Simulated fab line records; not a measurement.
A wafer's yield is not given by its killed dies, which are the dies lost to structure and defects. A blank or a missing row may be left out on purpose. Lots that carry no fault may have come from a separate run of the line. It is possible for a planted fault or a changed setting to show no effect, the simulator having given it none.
Which of the tools did it? | flow nandHarc | Sampling: 11 lots, 33 wafers, 6 of 1159 route steps

WHAT EACH GAUGE READ, for each wafer
NHARC_P_M2_CD_MEAS_09: target cd 170 nm. Usual: cdNm at 169.8 nm, with a standard deviation of 0.55.
lot  | measured     | on       | cdNm (nm)         | flag
L222 | day 6 05:44  | cdSem-01 | 170.7 171.7 170.6 | 
L229 | day 8 00:04  | cdSem-03 | 175.8 176.4 176.0 | OFF
L230 | day 8 15:28  | cdSem-02 | 175.3 174.7 174.6 | OFF
L235 | day 9 22:04  | cdSem-02 | 170.2 170.3 169.9 | 
L237 | day 10 10:08 | cdSem-02 | 169.1 170.1 169.5 | 
L238 | day 10 11:25 | cdSem-03 | 170.2 170.0 170.1 | 
L240 | day 10 16:39 | cdSem-01 | 168.5 168.4 168.3 | 
L239 | day 10 20:04 | cdSem-02 | 169.6 169.5 169.6 | 
L243 | day 11 09:25 | cdSem-03 | 170.3 170.4 169.7 | 
L244 | day 11 13:24 | cdSem-03 | 170.0 170.0 170.0 | 
L245 | day 11 17:46 | cdSem-03 | 170.0 169.0 168.9 | 

NHARC_P_M2_OVL_MEAS_10: pitch 340 nm. Usual: overlayXNm -0.2 nm, standard deviation 1; overlayYNm 0.2 nm, standard deviation 0.98.
lot  | measured     | on         | overlayXNm (nm) | overlayYNm (nm) | flag
L222 | day 6 05:50  | overlay-01 | 0.3 0.0 0.4     | 0.1 0.5 0.4     | 
L229 | day 8 00:09  | overlay-01 | -2.4 -1.8 -2.9  | 0.3 0.6 0.2     | 
L230 | day 8 15:32  | overlay-02 | -0.5 -0.6 -1.0  | 1.4 1.7 2.0     | 
L235 | day 9 22:09  | overlay-01 | 0.8 -0.8 0.3    | -2.1 -2.2 -1.6  | 
L237 | day 10 10:14 | overlay-02 | -0.2 -0.1 0.4   | 0.6 1.1 1.1     | 
L238 | day 10 11:31 | overlay-02 | -0.1 -0.5 -0.3  | 0.1 -0.4 0.7    | 
L240 | day 10 16:44 | overlay-01 | -2.2 -2.5 -1.9  | 1.0 1.1 1.4     | 
L239 | day 10 20:10 | overlay-01 | -0.4 -0.6 0.0   | 0.9 1.3 0.2     | 
L243 | day 11 09:30 | overlay-02 | 1.2 1.3 1.4     | 0.1 0.1 -0.3    | 
L244 | day 11 13:29 | overlay-01 | 0.5 0.7 0.5     | 1.1 2.0 2.0     | 
L245 | day 11 17:51 | overlay-02 | 0.9 1.3 0.8     | -2.0 -1.8 -1.4  | 

NHARC_END_SORT_01. Usual: defectLimitedYield 95.4 %, standard deviation 1.6; killedAtArray 27, standard deviation 11; killedAtOther 0.8, standard deviation 1.4; killedAtPeriphery 3.3, standard deviation 2; killedDies 31, standard deviation 11; killedOpen 3.4, standard deviation 1.8; killedShort 2.1, standard deviation 1.3; sort_bin_2_pct 1.4 %, standard deviation 0.7; sort_bin_3_pct 0.24 %, standard deviation 0.21; sort_bin_4_pct 2.9 %, standard deviation 1; sortNPass 646, standard deviation 11; sortRimYieldPct 95.4 %, standard deviation 2.8; sortYieldPct 95.4 %, standard deviation 1.6.
lot  | measured     | on        | defectLimitedYield (%) | killedAtArray | killedAtOther | killedAtPeriphery | killedDies | killedOpen | killedShort | sort_bin_2_pct (%) | sort_bin_3_pct (%) | sort_bin_4_pct (%) | sortNPass   | sortRimYieldPct (%) | sortYieldPct (%) | flag
L240 | day 23 19:26 | prober-02 | 96.5 94.1 93.6         | 19 31 36      | 0 1 0         | 5 8 7             | 24 40 43   | 1 7 1      | 2 4 3       | 0.7 1.6 1.5        | 0.15 0.15 0.30     | 2.7 4.1 4.6        | 653 637 634 | 98.1 93.4 98.1      | 96.5 94.1 93.6   | 
L243 | day 24 15:59 | prober-02 | 94.7 95.6 93.9         | 32 25 38      | 0 1 1         | 4 4 2             | 36 30 41   | 5 2 5      | 2 3 1       | 1.2 1.8 2.5        | 0.74 0.30 0.30     | 3.4 2.4 3.2        | 641 647 636 | 96.2 94.3 93.4      | 94.7 95.6 93.9   | 
L244 | day 24 16:50 | prober-01 | 92.3 92.8 91.0         | 48 45 55      | 0 0 1         | 4 4 5             | 52 49 61   | 4 7 4      | 3 2 7       | 1.8 2.1 3.2        | 0.44 0.59 0.44     | 5.5 4.6 5.3        | 625 628 616 | 87.7 87.7 89.6      | 92.3 92.8 91.0   | 

WHICH TOOL RAN EACH LOT (tool, then ch and the chambers of the sampled wafers, then the start)
lot  | NHARC_P_M1_ETCH_15                           | NHARC_P_M1_PRE_CLEAN_32         | NHARC_P_M2_EXPOSE_06
L222 | rieDiel-05 ch 0,2, day 6 04:25 or earlier    | pecvd-04 ch 0,1, day 6 04:25    | arfiScanner-03 ch 0, day 6 05:36
L229 | rieDiel-10 ch 1,2,3, day 7 22:44 or earlier  | pecvd-04 ch 1,2, day 7 22:44    | arfiScanner-01 ch 0, day 7 23:56
L230 | rieDiel-05 ch 0,1, day 8 14:09 or earlier    | pecvd-03 ch 0,2, day 8 14:09    | arfiScanner-01 ch 0, day 8 15:19
L235 | rieDiel-10 ch 2,3, day 9 20:46 or earlier    | pecvd-02 ch 0,2, day 9 20:46    | arfiScanner-02 ch 0, day 9 21:56
L237 | rieDiel-10 ch 0,1,2, day 10 08:50 or earlier | pecvd-02 ch 0,1,2, day 10 08:50 | arfiScanner-03 ch 0, day 10 10:00
L238 | rieDiel-05 ch 1,2,3, day 10 10:04 or earlier | pecvd-02 ch 0,2, day 10 10:04   | arfiScanner-03 ch 0, day 10 11:16
L240 | rieDiel-10 ch 1,2,3, day 10 15:18 or earlier | pecvd-02 ch 0,1, day 10 15:18   | arfiScanner-02 ch 0, day 10 16:31
L239 | rieDiel-10 ch 0,1,3, day 10 18:41 or earlier | pecvd-03 ch 0,1, day 10 18:41   | arfiScanner-02 ch 0, day 10 19:56
L243 | rieDiel-10 ch 1,2,3, day 11 08:07 or earlier | pecvd-03 ch 1,2, day 11 08:07   | arfiScanner-03 ch 0, day 11 09:16
L244 | rieDiel-05 ch 0,1, day 11 11:56 or earlier   | pecvd-02 ch 0,1, day 11 11:56   | arfiScanner-03 ch 0, day 11 13:16
L245 | rieDiel-05 ch 1,2,3, day 11 16:34 or earlier | pecvd-03 ch 0,1,2, day 11 16:34 | arfiScanner-03 ch 0, day 11 17:37
- NHARC_P_M1_ETCH_15: etches the open film in C4F8/Ar, target depth 182.5 nm, time 91.2 s.
- NHARC_P_M1_PRE_CLEAN_32: time 12 s.
- NHARC_P_M2_EXPOSE_06: exposes mask P M2, target cd 170 nm.

AS READ BY THE TOOLS THEMSELVES (means over the sampled wafers that have a number; for cases with no such wafer, the mark the record gives instead)
NHARC_P_M1_ETCH_15. Usual: biasW 300.0 W, standard deviation 0.88; oesProductAu 0.952 a.u., standard deviation 0.021; rfFwdPowerW 595.8 W, standard deviation 2.1; rfVppV 439.9 V, standard deviation 2.8.
lot  | tool       | biasW (W) | oesProductAu (a.u.) | rfFwdPowerW (W) | rfVppV (V) | flag
L222 | rieDiel-05 | 300.6     | 0.942               | 596.1           | 443.0      | 
L229 | rieDiel-10 | 299.5     | 0.968               | 595.2           | 437.4      | 
L230 | rieDiel-05 | 300.2     | 0.960               | 597.4           | 441.3      | 
L235 | rieDiel-10 | 301.1     | 0.922               | 594.1           | 437.3      | 
L237 | rieDiel-10 | 299.2     | 0.945               | 595.9           | 439.4      | 
L238 | rieDiel-05 | 300.1     | 0.962               | 597.2           | 439.8      | 
L240 | rieDiel-10 | 299.4     | 0.965               | 594.6           | 437.6      | 
L239 | rieDiel-10 | 300.8     | 0.980               | 595.3           | 438.7      | 
L243 | rieDiel-10 | 299.7     | 0.965               | 596.6           | 437.2      | 
L244 | rieDiel-05 | 299.3     | 0.956               | 598.8           | 443.2      | 
L245 | rieDiel-05 | 300.1     | 0.966               | 594.2           | 438.6      | 

NHARC_P_M1_PRE_CLEAN_32. Usual: heaterPowerW 632 W, standard deviation 66; rfFwdPowerW 292.5 W, standard deviation 1.
lot  | tool     | heaterPowerW (W) | rfFwdPowerW (W) | flag
L222 | pecvd-04 | 542              | 293.1           | 
L229 | pecvd-04 | 630              | 292.4           | 
L230 | pecvd-03 | 641              | 293.2           | 
L235 | pecvd-02 | 705              | 291.0           | 
L237 | pecvd-02 | 646              | 293.9           | 
L238 | pecvd-02 | 671              | 292.8           | 
L240 | pecvd-02 | 652              | 292.0           | 
L239 | pecvd-03 | 717              | 292.6           | 
L243 | pecvd-03 | 685              | 291.8           | 
L244 | pecvd-02 | 620              | 292.7           | 
L245 | pecvd-03 | 624              | 291.2           | 

NHARC_P_M2_EXPOSE_06. Usual: exposureDoseMJCm2 at 80.71, with a standard deviation of 0.073.
lot  | tool           | exposureDoseMJCm2 | flag
L222 | arfiScanner-03 | 80.68             | 
L229 | arfiScanner-01 | 89.44             | OFF
L230 | arfiScanner-01 | 87.65             | OFF
L235 | arfiScanner-02 | 80.69             | 
L237 | arfiScanner-03 | 80.69             | 
L238 | arfiScanner-03 | 80.69             | 
L240 | arfiScanner-02 | 80.77             | 
L239 | arfiScanner-02 | 80.77             | 
L243 | arfiScanner-03 | 80.70             | 
L244 | arfiScanner-03 | 80.70             | 
L245 | arfiScanner-03 | 80.70             | 

THE ANSWER, worked out from the rows above alone
Rule: a lot is off if the mean of its wafers that have a number lies more than 3 standard deviations from the usual mean. Also off: a lot with no number at a reading for which 4 or more lots have one. Any other lot the step has rows for is counted as sound. Order of review: gauges by route order, followed by the tools' own readings, for which a lot's mean as printed above is used. At the first step where some lot is off, the reading lying furthest off is the one used; lots without a number count as furthest.
Off at NHARC_P_M2_CD_MEAS_09 (cdNm): L229, L230.
A tool fits if, at a process step before that reading, it ran every lot that is off, and no sound lot after the first of them. Not tried: the gauges at NHARC_P_M2_CD_MEAS_09; whatever is off there is also off at NHARC_P_M2_EXPOSE_06, on other tools, and gauge error can't account for it. Because NHARC_P_M1_ETCH_15 lacks a start for some lots, the hours and order of its lots are taken from NHARC_P_M1_PRE_CLEAN_32. One fits: arfiScanner-01 at NHARC_P_M2_EXPOSE_06. It ran no sound lot before its first lot that is off in this sample, so the start can't be narrowed down.
The tool's own readings at NHARC_P_M2_EXPOSE_06 bear it out: on the lots that are off they differ by more than 5 times the standard deviation of the sound lots' means. exposureDoseMJCm2 reads 88.55 there against 80.71 on the sound lots.

WHAT THE SIMULATOR PUT IN
Drift in process parameters on arfiScanner-01 at NHARC_P_M2_EXPOSE_06, starting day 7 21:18. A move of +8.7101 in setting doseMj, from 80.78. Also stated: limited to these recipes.
Shown lots that were struck: L229, L230. The rule above reached the same finding.
